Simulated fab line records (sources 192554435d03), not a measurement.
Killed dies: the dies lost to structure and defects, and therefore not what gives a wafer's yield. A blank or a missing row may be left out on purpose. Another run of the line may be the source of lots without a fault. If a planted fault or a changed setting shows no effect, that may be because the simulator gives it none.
fab line records ; flow n5-finfet
[record] lots = 9; wafers = 27; last-day = 18
route steps=1938 shown BEOL_M3@973 BEOL_M4@1111 PASSIVATION@1936
lots that met no fault: taken from a fault-free run of the same line
start-h: hours from the record's first day to the start of the lot's first wafer shown ; wait-h: hours from the lot's prior step to this one ; " unchanged from the row above ; L1.1+2: one row covering several wafers at once ; - no value, or no start given ; * or withheld: withheld ; < > ~ a bound
route shown NAME@n: a module of which the file shows steps, and the number in the route of the first ; usual: mean and standard deviation over wafers with no fault ; same: alike in all rows ; chamber/n: place in a boat ; sites: each site's reading ; _std_site: standard deviation of those values ; _edge_site: inner sites' mean taken away from outer sites' mean ; radius-mm: for every site, how far away it sits from the centre of the wafer ; mask NAME#n: copy n ; behind: tool/chamber where the wafer was last shaped ; hold: why the lot went on hold/how many hours it stayed there/how the hold came to an end ; device: whichever transistor did not switch (one of n, p or np) ; end of line: the tests these same wafers got at the end of their route ; for a step that has no rows: nothing shown but its recipe ; killed: dies lost to structure and defects at the first sort, not the wafer's yield ; map: the dies of a wafer, with x for killed, . for not killed, _ for no die there
set.NAME: the setting the step ran with; set.NAME@STEP: the setting that earlier step ran with ; model.NAME: the simulator's own value behind a step, which no gauge read
route steps across a sampled set of lots; one table per step, one row per wafer
services: a tool's chamber out of use, with start hour (start-h, from the record's first day; less than 0 if before it), hours out, and reason
[[steps]]
[step N5_BEOL_M3_ETCHBACK_99]
[recipe] chemistry = CHF3; target = SiO2; target-depth-a = 50; time-s = 10.4; source-w = 215; bias-w = 47; Ar_flow_sccm = 200; CHF3_flow_sccm = 12; ion-energy-ev = 100; pressure-mtorr = 30
[usual] drypump-motor-current-A = 5.7/0.53; oes_f_703_au = 0.78/0.073; oes-product-au = 0.78/0.084; rf-vpp-V = 239/5.6; showerhead-plenum-p-Torr = 2.15/0.061; throttle-valve-pct = 17.08/0.25
lot.wafer;tool;chamber;start-h;wait-h;drypump-motor-current-A;oes_f_703_au;oes-product-au;rf-hours-counter-h;rf-vpp-V;showerhead-plenum-p-Torr;throttle-valve-pct
L352.2;rie-diel-03;3;147.16;2.4;5.4;0.71;0.71;198;239;2.22;17.22
L352.3;rie-diel-03;1;147.16;2.4;5.7;0.92;0.93;11;237;2.19;16.73
L352.6;rie-diel-03;3;147.16;2.4;5.4;0.71;0.72;-;237;2.22;17.23
L357.1;rie-diel-01;2;179.33;8.8;6.0;0.82;0.82;88;235;2.19;17.16
L357.2;rie-diel-01;3;179.33;8.8;5.9;0.73;0.73;190;235;2.05;17.19
L357.5;rie-diel-01;2;179.33;8.8;6.0;0.82;0.81;-;236;2.19;17.15
L359.3;rie-diel-01;3;194.79;1.7;5.9;0.72;0.72;194;235;2.05;17.18
L359.4;rie-diel-01;2;194.79;1.7;6.0;0.82;0.80;93;234;2.19;17.17
L359.6;rie-diel-01;3;194.79;1.7;5.9;0.72;0.72;-;237;2.05;17.18
L362.3;rie-diel-03;3;200.14;1.5;5.4;0.70;0.70;216;238;2.21;17.28
L362.4;rie-diel-03;2;200.14;1.5;6.6;0.68;0.67;-;241;2.13;17.37
L362.6;rie-diel-03;1;200.14;1.5;5.7;0.88;0.90;-;236;2.19;16.80
L370.1;rie-diel-01;2;261.42;0.1;6.0;0.79;0.78;113;237;2.19;17.19
L370.2;rie-diel-01;3;261.42;0.1;5.9;0.71;0.71;214;237;2.04;17.22
L370.3;rie-diel-01;1;261.42;0.1;4.8;0.70;0.68;219;237;2.20;17.07
L373.1;rie-diel-06;3;274.69;2.2;5.8;0.75;0.77;130;254;2.24;17.02
L373.3;rie-diel-06;1;274.69;2.2;5.1;0.73;0.70;241;232;2.12;17.18
L373.6;rie-diel-06;0;274.69;2.2;6.2;0.73;0.74;-;242;2.05;17.29
L372.3;rie-diel-01;1;277.85;0.3;4.8;0.69;0.69;224;237;2.20;17.10
L372.5;rie-diel-01;1;277.85;0.3;4.8;0.69;0.69;-;237;2.20;17.09
L372.6;rie-diel-01;2;277.85;0.3;6.0;0.79;0.78;-;237;2.18;17.19
L375.1;rie-diel-03;0;298.81;7.1;6.5;0.89;0.91;30;248;2.19;16.63
L375.3;rie-diel-03;3;298.81;7.1;5.4;0.68;0.68;248;237;2.20;17.32
L375.6;rie-diel-03;2;298.81;7.1;6.6;0.89;0.91;-;240;2.12;16.98
L374.1;rie-diel-01;1;305.56;4.1;4.8;0.68;0.68;230;236;2.20;17.11
L374.4;rie-diel-01;2;305.56;4.1;6.0;0.79;0.77;124;237;2.18;17.21
L374.5;rie-diel-01;3;305.56;4.1;5.9;0.70;0.70;-;237;2.04;17.24
[step N5_BEOL_M3_ALD_84]
[recipe] material = TaN; target-thk-a = *; temp-c = 275; ald-precursor-family = PDMAT; ald-co-reactant = NH3; pressure-torr = 3; carrier-flow-sccm = 1500; pulse-time-s = 2; purge-time-s = 3; co-reactant-purge-time-s = 2; co-reactant-pulse-time-s = 3; ald-cycles = 30; precursor-vessel-temp-c = 75; precursor-vessel-pressure-torr = 26.25; precursor-vessel-carrier-sccm = 1000
[usual] heater-power-w = 408/38; precursor-vessel-temp-c = 74.98/0.13
[same] co-reactant-pulse-time-s = 3
lot.wafer;tool;chamber;start-h;wait-h;heater-power-w;precursor-vessel-temp-c
L352.2;ald-metal-03;2;148.14;0.2;455;74.92
L352.3;ald-metal-03;1;148.14;0.2;444;75.05
L352.6;ald-metal-03;1;148.14;0.2;440;75.00
L357.1;ald-metal-01;0;180.07;0.0;403;75.04
L357.2;ald-metal-01;1;180.07;0.0;439;75.03
L357.5;ald-metal-01;1;180.07;0.0;430;75.10
L359.3;ald-metal-03;3;196.67;0.0;366;74.87
L359.4;ald-metal-03;0;196.67;0.0;362;75.28
L359.6;ald-metal-03;0;196.67;0.0;357;75.05
L362.3;ald-metal-03;2;201.49;0.0;454;74.83
L362.4;ald-metal-03;1;201.49;0.0;440;75.09
L362.6;ald-metal-03;1;201.49;0.0;445;74.90
L370.1;ald-metal-04;2;262.44;0.0;429;74.95
L370.2;ald-metal-04;3;262.44;0.0;375;75.08
L370.3;ald-metal-04;0;262.44;0.0;398;75.06
L373.1;ald-metal-01;1;275.73;0.0;439;75.12
L373.3;ald-metal-01;0;275.73;0.0;410;74.97
L373.6;ald-metal-01;0;275.73;0.0;413;74.92
L372.3;ald-metal-04;0;278.93;0.0;402;75.22
L372.5;ald-metal-04;3;278.93;0.0;373;74.92
L372.6;ald-metal-04;0;278.93;0.0;404;75.12
L375.1;ald-metal-04;3;299.76;0.0;371;74.92
L375.3;ald-metal-04;0;299.76;0.0;399;74.98
L375.6;ald-metal-04;0;299.76;0.0;400;75.05
L374.1;ald-metal-04;2;306.46;0.0;438;74.71
L374.4;ald-metal-04;1;306.46;0.0;444;74.83
L374.5;ald-metal-04;2;306.46;0.0;438;74.87
[step N5_BEOL_M3_CVD_47]
[recipe] material = Co; target-thk-a = 30; temp-c = withheld; precursor = CCTBA/H2; pressure-torr = 30; time-s = 223.8
[usual] chamber-pressure-Torr = 30.00/0.061; run-length-s = 246.6/0.49
lot.wafer;tool;chamber;start-h;wait-h;chamber-pressure-Torr;run-length-s
L352.2;cvd-co-02;1;148.59;0.2;30.05;246.7
L352.3;cvd-co-02;0;148.59;0.2;30.12;247.2
L352.6;cvd-co-02;0;148.59;0.2;29.98;246.7
L357.1;cvd-co-02;1;180.66;0.0;30.04;247.0
L357.2;cvd-co-02;2;180.66;0.0;29.97;247.2
L357.5;cvd-co-02;1;180.66;0.0;29.97;246.4
L359.3;cvd-co-02;2;197.23;0.2;30.00;247.3
L359.4;cvd-co-02;2;197.23;0.2;30.09;247.7
L359.6;cvd-co-02;0;197.23;0.2;30.00;247.2
L362.3;cvd-co-01;1;201.87;0.0;30.01;246.1
L362.4;cvd-co-01;0;201.87;0.0;29.96;246.1
L362.6;cvd-co-01;1;201.87;0.0;29.98;246.3
L370.1;cvd-co-02;2;263.02;0.3;-;-
L370.2;cvd-co-02;0;263.02;0.3;-;-
L370.3;cvd-co-02;1;263.02;0.3;-;-
L373.1;cvd-co-02;2;276.15;0.1;29.88;247.5
L373.3;cvd-co-02;1;276.15;0.1;29.93;246.6
L373.6;cvd-co-02;0;276.15;0.1;30.10;247.6
L372.3;cvd-co-02;2;279.37;0.0;-;-
L372.5;cvd-co-02;0;279.37;0.0;-;-
L372.6;cvd-co-02;2;279.37;0.0;-;-
L375.1;cvd-co-01;0;300.43;0.2;30.04;245.9
L375.3;cvd-co-01;2;300.43;0.2;29.99;246.1
L375.6;cvd-co-01;1;300.43;0.2;30.03;246.1
L374.1;cvd-co-02;1;306.86;0.1;30.05;246.3
L374.4;cvd-co-02;2;306.86;0.1;30.06;247.6
L374.5;cvd-co-02;1;306.86;0.1;29.89;246.8
[step N5_BEOL_M3_ANNEAL_49]
[recipe] temp-c = 400; time-s = 240; ambient = vacuum
[usual] heater-power-w = 824/84
lot.wafer;tool;chamber;start-h;wait-h;heater-power-w
L352.2;pvd-sputter-01;-;149.11;0.0;686
L352.3;pvd-sputter-01;-;149.11;0.0;852
L352.6;pvd-sputter-01;-;149.11;0.0;694
L357.1;pvd-sputter-03;-;180.95;0.0;868
L357.2;pvd-sputter-03;-;180.95;0.0;739
L357.5;pvd-sputter-03;-;180.95;0.0;949
L359.3;pvd-sputter-01;-;197.53;0.0;867
L359.4;pvd-sputter-01;-;197.53;0.0;687
L359.6;pvd-sputter-01;-;197.53;0.0;897
L362.3;pvd-sputter-01;-;202.14;0.0;707
L362.4;pvd-sputter-01;-;202.14;0.0;677
L362.6;pvd-sputter-01;-;202.14;0.0;689
L370.1;pvd-sputter-01;-;265.11;0.0;701
L370.2;pvd-sputter-01;-;265.11;0.0;680
L370.3;pvd-sputter-01;-;265.11;0.0;853
L373.1;pvd-sputter-03;-;276.39;0.0;747
L373.3;pvd-sputter-03;-;276.39;0.0;914
L373.6;pvd-sputter-03;-;276.39;0.0;874
L372.3;pvd-sputter-02;-;279.61;0.0;802
L372.5;pvd-sputter-02;-;279.61;0.0;986
L372.6;pvd-sputter-02;-;279.61;0.0;813
L375.1;pvd-sputter-03;-;300.81;0.0;752
L375.3;pvd-sputter-03;-;300.81;0.0;957
L375.6;pvd-sputter-03;-;300.81;0.0;890
L374.1;pvd-sputter-02;-;307.12;0.0;807
L374.4;pvd-sputter-02;-;307.12;0.0;818
L374.5;pvd-sputter-02;-;307.12;0.0;813
[step N5_BEOL_M3_CMP_52]
[recipe] stop-on = SiOC; t-overpolish-s = 6.8; down-force-psi = 1; platen-rpm = 50; clearing-platen-down-force-psi = 1.5; clearing-platen-rpm = 50; post-cmp-clean = cu-alkaline; target-thk-nm = 40; clearing-platen-pad-velocity-m-s = 0.99484; pad-velocity-m-s = 0.99484
[usual] barrier-field-endpoint-s = 24.8/0.69; motor-current-A = 6.2/0.51
lot.wafer;tool;chamber;start-h;wait-h;barrier-field-endpoint-s;motor-current-A
L352.3;cmp-03;1;151.28;0.2;24.9;5.3
L352.2;cmp-03;3;151.28;0.2;24.4;6.7
L352.6;cmp-03;2;151.28;0.2;24.9;7.3
L357.2;cmp-01;0;183.12;0.2;24.7;6.8
L357.1;cmp-01;3;183.12;0.2;24.8;6.8
L357.5;cmp-01;1;183.12;0.2;25.8;5.6
L359.3;cmp-04;3;200.62;0.2;24.2;6.2
L359.4;cmp-04;1;200.62;0.2;24.5;6.2
L359.6;cmp-04;2;200.62;0.2;25.2;6.5
L362.3;cmp-03;0;204.36;0.2;25.4;6.1
L362.4;cmp-03;1;204.36;0.2;24.9;5.3
L362.6;cmp-03;0;204.36;0.2;25.8;6.1
L370.3;cmp-04;2;267.84;0.4;21.1;6.6
L370.1;cmp-04;3;267.84;0.4;21.0;6.5
L370.2;cmp-04;1;267.84;0.4;21.6;6.4
L373.3;cmp-01;3;278.57;0.2;24.3;6.7
L373.1;cmp-01;2;278.57;0.2;23.8;6.5
L373.6;cmp-01;3;278.57;0.2;24.4;6.4
L372.3;cmp-04;2;281.78;0.2;22.2;6.4
L372.5;cmp-04;2;281.78;0.2;22.2;6.3
L372.6;cmp-04;3;281.78;0.2;22.4;6.0
L375.1;cmp-03;3;303.02;0.3;25.3;6.2
L375.3;cmp-03;1;303.02;0.3;24.9;4.8
L375.6;cmp-03;3;303.02;0.3;25.5;6.4
L374.4;cmp-01;3;309.33;0.2;23.5;6.5
L374.1;cmp-01;0;309.33;0.2;23.1;6.9
L374.5;cmp-01;3;309.33;0.2;23.6;6.6
[step N5_BEOL_M4_RC_MEAS_101]
[usual] DIBL_N = 36.2/1.6; DIBL_P = 36.5/1.9; IOFF_N = 0.158/0.027; IOFF_P = 0.21/0.038; ION_N = 675/12; ION_P = 464/8.9; SS_N = 71.5/0.61; SS_P = 73.4/0.59; VT_N = 250.4/3; VT_P = -250/3.6
lot.wafer;tool;chamber;start-h;wait-h;DIBL_N[mV/V];DIBL_P[mV/V];IOFF_N[nA/um];IOFF_P[nA/um];ION_N[uA/um];ION_P[uA/um];SS_N[mV/dec];SS_P[mV/dec];VT_N[mV];VT_P[mV]
L352.2;prober-02;0;167.34;0.2;34.3;35.5;0.138;0.19;668;457;70.9;72.3;252.3;-251
L352.3;prober-02;0;167.34;0.2;36.1;38.0;0.161;0.24;682;466;71.5;72.9;252.3;-251
L352.6;prober-02;0;167.34;0.2;36.9;38.7;0.184;0.25;688;465;72.0;73.2;249.9;-246
L357.1;prober-02;0;192.78;0.0;37.8;36.5;0.156;0.20;672;455;70.3;73.7;252.7;-250
L357.2;prober-02;0;192.78;0.0;37.4;37.5;0.165;0.21;676;462;71.3;73.5;248.5;-248
L357.5;prober-02;0;192.78;0.0;35.7;34.7;0.122;0.17;653;452;70.5;72.9;254.3;-253
L359.3;prober-01;0;211.01;0.3;34.9;34.8;0.129;0.20;673;465;71.5;73.4;255.7;-249
L359.4;prober-01;0;211.01;0.3;34.2;34.6;0.121;0.19;665;461;71.3;72.7;254.4;-251
L359.6;prober-01;0;211.01;0.3;36.7;37.9;0.165;0.25;685;474;72.1;73.2;248.9;-245
L362.3;prober-01;0;217.45;0.3;35.0;35.7;0.139;0.19;672;468;71.4;73.3;252.1;-252
L362.4;prober-01;0;217.45;0.3;35.1;35.6;0.144;0.20;683;468;71.3;72.9;252.2;-251
L362.6;prober-01;0;217.45;0.3;34.2;33.3;0.128;0.17;671;462;70.5;73.1;254.2;-252
L373.1;prober-02;0;302.58;0.0;35.7;35.7;0.158;0.18;677;459;71.2;72.7;248.8;-254
L373.3;prober-02;0;302.58;0.0;36.8;38.1;0.175;0.23;666;457;71.6;73.8;247.5;-250
L373.6;prober-02;0;302.58;0.0;35.6;36.5;0.165;0.20;677;468;71.4;72.8;248.2;-251
L375.1;prober-01;0;313.01;0.0;38.4;38.9;0.223;0.30;690;478;73.0;74.6;246.9;-245
L375.3;prober-01;0;313.01;0.0;36.2;36.3;0.157;0.23;666;461;71.9;73.7;252.2;-248
L375.6;prober-01;0;313.01;0.0;36.0;35.3;0.158;0.21;675;461;71.6;72.9;252.8;-252
L374.1;prober-02;0;320.57;0.0;35.0;34.8;0.149;0.22;664;463;71.1;72.8;250.4;-248
L374.4;prober-02;0;320.57;0.0;34.2;34.5;0.141;0.22;686;482;70.4;73.0;249.9;-248
L374.5;prober-02;0;320.57;0.0;32.9;33.3;0.116;0.19;666;469;71.3;73.1;252.7;-251
[step N5_PASSIVATION_PROBE_49]
[usual] defect-limited-yield = 91.3/1.7; killed_at_M0_to_M3 = 33/11; killed_at_M4_up = 14/5.5; killed-at-contacts = 13/6.5; killed-at-front-end = 39/13; killed-at-other = 3.4/2.9; killed-dies = 103/20; killed-on-rim = 14/4.3; killed-open = 69/15; killed-short = 32/8.1; sort_bin_5_function = 5.1/1.1; sort_bin_6_memory = 3.3/0.74; sort-n-pass = 1077/20; sort-yield-pct = 91.3/1.7
[same] gross-dies = 1180; killed-at-back-side = 0; sort_bin_4_leakage[%] = 0; sort_bin_8_speed[%] = 0
lot.wafer;tool;chamber;start-h;wait-h;defect-limited-yield[%];killed_at_M0_to_M3;killed_at_M4_up;killed-at-contacts;killed-at-front-end;killed-at-other;killed-dies;killed-on-rim;killed-open;killed-short;sort_bin_5_function[%];sort_bin_6_memory[%];sort-n-pass;sort-yield-pct[%]
L357.1;prober-02;-;313.48;0.0;88.1;46;28;8;55;3;140;18;91;44;6.8;4.3;1040;88.1
L357.2;prober-02;-;313.53;0.1;86.9;45;14;21;73;2;155;19;112;39;8.5;4.1;1025;86.9
L357.5;prober-02;-;313.68;0.2;90.0;52;16;18;30;2;118;15;84;33;5.1;4.5;1062;90.0
L359.3;prober-01;-;331.01;0.1;91.6;30;17;6;36;10;99;18;62;37;5.2;2.8;1081;91.6
L359.4;prober-01;-;331.06;0.2;90.8;42;15;15;36;1;109;11;83;26;5.4;3.6;1071;90.8
L359.6;prober-01;-;331.16;0.3;90.5;30;14;14;50;4;112;18;77;32;5.6;3.2;1068;90.5
L362.6;prober-02;-;337.97;0.3;90.9;51;13;10;31;2;107;13;73;34;5.3;3.3;1073;90.9
L370.1;prober-02;-;393.78;0.0;0;1125;14;6;33;2;1180;152;50;23;91.8;8.1;0;0
L370.2;prober-02;-;393.83;0.1;0;1103;17;21;36;3;1180;152;68;38;88.3;11.4;0;0
L370.3;prober-02;-;393.88;0.1;0;1116;13;18;29;4;1180;152;64;24;89.7;9.8;0;0
L372.3;prober-02;-;423.97;0.5;0;1104;27;20;29;0;1180;152;69;27;89.2;10.7;0;0
L372.5;prober-02;-;424.07;0.6;0;1098;22;16;39;5;1180;152;76;32;89.2;10.5;0;0
L372.6;prober-02;-;424.12;0.6;0;1111;15;15;37;2;1180;152;61;27;90.1;9.9;0;0
// killed by level:class
L357.1 STI_FIN_REVEAL:geometric-particle:open=18 BEOL_M0_SAQP:geometric-particle:short=12 BEOL_M0_SAQP:geometric-particle:open=11 FIN_SAQP:geometric-particle:open=10 BEOL_M3:geometric-particle:open=9 FIN_SAQP:geometric-particle:short=6 BEOL_M2:geometric-particle:open=6 BEOL_M5:geometric-particle:open=6
L357.2 STI_FIN_REVEAL:geometric-particle:open=35 FIN_SAQP:geometric-particle:open=16 MOL_CONTACT_COAG:geometric-particle:open=16 BEOL_M0_SAQP:geometric-particle:short=14 BEOL_M0_SAQP:geometric-particle:open=8 BEOL_M2:geometric-particle:open=8 BEOL_M3:geometric-particle:open=7 BEOL_M5:geometric-particle:open=7
L357.5 BEOL_M0_SAQP:geometric-particle:open=17 STI_FIN_REVEAL:geometric-particle:open=11 BEOL_M1:geometric-particle:open=11 MOL_CONTACT_COAG:geometric-particle:open=10 MOL_CONTACT_COAG:geometric-particle:short=8 BEOL_M3:geometric-particle:open=8 BEOL_M4:geometric-particle:open=8 BEOL_M0_SAQP:geometric-particle:short=6
L359.3 FIN_SAQP:geometric-particle:open=8 BEOL_M4:geometric-particle:open=8 BEOL_M3:geometric-particle:open=7 GATE_CUT:geometric-particle:open=6 FIN_SAQP:geometric-particle:short=5 GATE_CUT:geometric-particle:short=5 MOL_CONTACT_COAG:geometric-particle:open=5 BEOL_M0_SAQP:geometric-particle:short=5
L359.4 MOL_CONTACT_COAG:geometric-particle:open=14 STI_FIN_REVEAL:geometric-particle:open=11 BEOL_M0_SAQP:geometric-particle:open=9 BEOL_M0_SAQP:geometric-particle:short=9 BEOL_M2:geometric-particle:open=7 BEOL_M4:geometric-particle:open=7 FIN_SAQP:geometric-particle:open=6 BEOL_M1:geometric-particle:open=6
L359.6 FIN_SAQP:geometric-particle:open=16 MOL_CONTACT_COAG:geometric-particle:open=11 GATE_CUT:geometric-particle:short=8 BEOL_M0_SAQP:geometric-particle:open=8 BEOL_M3:geometric-particle:open=6 BEOL_M4:geometric-particle:open=6 FIN_SAQP:geometric-particle:short=5 GATE_CUT:geometric-particle:open=5
L362.6 MOL_CONTACT_COAG:geometric-particle:open=9 BEOL_M3:geometric-particle:open=9 BEOL_M0_SAQP:geometric-particle:open=8 BEOL_M0_SAQP:geometric-particle:short=8 BEOL_M2:geometric-particle:open=8 ILD0:geometric-particle:open=6 BEOL_M3:geometric-particle:short=6 STI_FIN_REVEAL:geometric-particle:open=4
L370.1 BEOL_M3:area-cvd=887 BEOL_M3:interface-void-opened=220 FIN_SAQP:geometric-particle:short=8 FIN_SAQP:geometric-particle:open=7 DUMMY_GATE:geometric-particle:open=7 BEOL_M0_SAQP:geometric-particle:open=7 MOL_CONTACT_COAG:geometric-particle:open=6 BEOL_M2:geometric-particle:open=6
L370.2 BEOL_M3:area-cvd=798 BEOL_M3:interface-void-opened=275 MOL_CONTACT_COAG:geometric-particle:open=20 BEOL_M0_SAQP:geometric-particle:short=8 FIN_SAQP:geometric-particle:open=7 DUMMY_GATE:geometric-particle:open=7 FIN_SAQP:geometric-particle:short=6 BEOL_M3:geometric-particle:short=6
L370.3 BEOL_M3:area-cvd=849 BEOL_M3:interface-void-opened=243 MOL_CONTACT_COAG:geometric-particle:open=16 FIN_SAQP:geometric-particle:open=10 BEOL_M0_SAQP:geometric-particle:short=7 BEOL_M0_SAQP:geometric-particle:open=5 BEOL_M2:geometric-particle:open=5 BEOL_M4:geometric-particle:open=5
L372.3 BEOL_M3:area-cvd=824 BEOL_M3:interface-void-opened=260 MOL_CONTACT_COAG:geometric-particle:open=15 BEOL_M4:geometric-particle:open=15 BEOL_M2:geometric-particle:open=6 BEOL_M1:geometric-particle:open=5 MOL_CONTACT_COAG:geometric-particle:short=5 FIN_SAQP:geometric-particle:short=4
L372.5 BEOL_M3:area-cvd=827 BEOL_M3:interface-void-opened=245 MOL_CONTACT_COAG:geometric-particle:open=14 BEOL_M4:geometric-particle:open=12 STI_FIN_REVEAL:geometric-particle:open=10 BEOL_M1:geometric-particle:open=7 FIN_SAQP:geometric-particle:short=6 FIN_SAQP:geometric-particle:open=6
L372.6 BEOL_M3:area-cvd=825 BEOL_M3:interface-void-opened=267 STI_FIN_REVEAL:geometric-particle:open=9 MOL_CONTACT_COAG:geometric-particle:open=9 BEOL_M2:geometric-particle:open=7 FIN_SAQP:geometric-particle:open=6 MOL_CONTACT_COAG:geometric-particle:short=6 BEOL_M8:geometric-particle:open=6
[[services]]
tool;chamber;start-h;hours;kind
rie-diel-03;-;123.78;2.8;pm
ald-metal-04;-;135.80;14.6;pm
cmp-01;-;139.82;0.6;repair
cmp-01;-;150.76;0.7;repair
ald-metal-04;-;153.92;8.7;pm
cmp-04;-;160.14;5.4;pm
cmp-01;-;174.40;0.5;repair
ald-metal-04;-;180.21;2.8;pm
cvd-co-02;-;194.42;2.5;repair
cmp-01;-;194.96;4.0;pm
cmp-03;-;218.16;5.0;pm
rie-diel-01;1;226.18;3.6;repair
cmp-03;-;229.65;4.0;pm
cvd-co-02;-;238.92;2.8;pm
cmp-01;-;239.72;3.3;repair
rie-diel-01;0;241.59;12.8;repair
cmp-04;-;251.10;1.2;repair
cmp-04;-;254.99;2.5;repair
ald-metal-03;-;255.20;1.3;repair
cmp-01;-;258.12;0.5;repair
ald-metal-04;1;258.48;25.7;repair
ald-metal-03;-;264.74;14.6;pm
rie-diel-03;2;266.47;4.2;repair
rie-diel-01;-;294.76;1.2;repair
[[key]]
[first-sign] step = N5_BEOL_M3_CVD_47; reading = tool-record; direction = missing
[effect] step = N5_BEOL_M3_CMP_52; reading = barrier-field-endpoint-s; direction = down; sigmas = 4.4; usual = 24.8; struck = 21.7
[effect] step = N5_PASSIVATION_PROBE_49; reading = killed_at_M0_to_M3; direction = up; sigmas = 99+; usual = 33; struck = 1110
[more-kills-born-at] N5_BEOL_M3_CVD_47@cvd-co-02 = 5009
met-at N5_BEOL_M3_CVD_47
struck-lots L370,L372
later-rows-left-out L370.1,L370.2,L370.3,L372.3,L372.5,L372.6
not-acting-at N5_BEOL_M3_ETCHBACK_99,N5_BEOL_M3_ALD_84,N5_BEOL_M3_ANNEAL_49
onset-between 197.23 263.02
[fault] kind = skipped-step-whole; tool = cvd-co-02; chamber = -; onset-h = 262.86; steps = N5_BEOL_M3_CVD_47; scope = struck-lots-only
// later-rows-left-out: the simulator's readings of these wafers behind a module that went badly wrong aren't trusted and aren't shown, but for the sort
